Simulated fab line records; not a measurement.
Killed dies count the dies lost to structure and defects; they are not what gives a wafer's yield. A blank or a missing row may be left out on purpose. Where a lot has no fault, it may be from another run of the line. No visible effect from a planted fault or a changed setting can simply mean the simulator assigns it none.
Chamber matching :: flow n5Finfet :: aldMetal-02 running N5_BEOL_M1_ALD_84: 4 sister chambers
The step deposits TaN, pulse time 2 s, purge time 3 s, co reactant purge time 2 s. 4 wafers are shown with their chamber, then 7 later ones without.

== EACH WAFER AND ITS CHAMBER ==
wafer: L082.2
chamber: 3
heaterPowerW (W): 442

wafer: L086.2
chamber: 1
heaterPowerW (W): 354

wafer: L090.3
chamber: 2
heaterPowerW (W): 379

wafer: L090.4
chamber: 0
heaterPowerW (W): 430

== WAFERS WHOSE CHAMBER IS MISSING ==
wafer: L090.6
heaterPowerW (W): 453

wafer: L092.1
heaterPowerW (W): 377

wafer: L092.4
heaterPowerW (W): 456

wafer: L092.6
heaterPowerW (W): 428

wafer: L094.2
heaterPowerW (W): 384

wafer: L094.3
heaterPowerW (W): 450

wafer: L094.6
heaterPowerW (W): 451

== EACH ONE'S CHAMBER ==
wafer: L090.6
from the rows above: can't be placed: 3 or 0
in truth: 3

wafer: L092.1
from the rows above: 2
in truth: 2

wafer: L092.4
from the rows above: can't be placed: 3 or 0
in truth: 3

wafer: L092.6
from the rows above: can't be placed: 0 or 3
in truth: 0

wafer: L094.2
from the rows above: 2
in truth: 2

wafer: L094.3
from the rows above: can't be placed: 3 or 0
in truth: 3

wafer: L094.6
from the rows above: can't be placed: 3 or 0
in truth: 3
Correctly placed: 2 of 7. Can't be placed from these rows: 5 (the true chamber is among the candidates in 5). Wrongly placed: 0.
How it was worked out, from the rows above alone: a wafer's distance from a chamber is the root of the sum, over the readings, of the square of ((its reading less the chamber's mean) divided by the reading's scatter). The wafer belongs to the nearest chamber; if the next one is less than 2 further off, it can't be placed. The mean given for a chamber averages the wafers shown for that chamber. The scatter: with one shown wafer a chamber, the root of the mean of the squares of how far each hidden wafer lies from its nearest shown one.
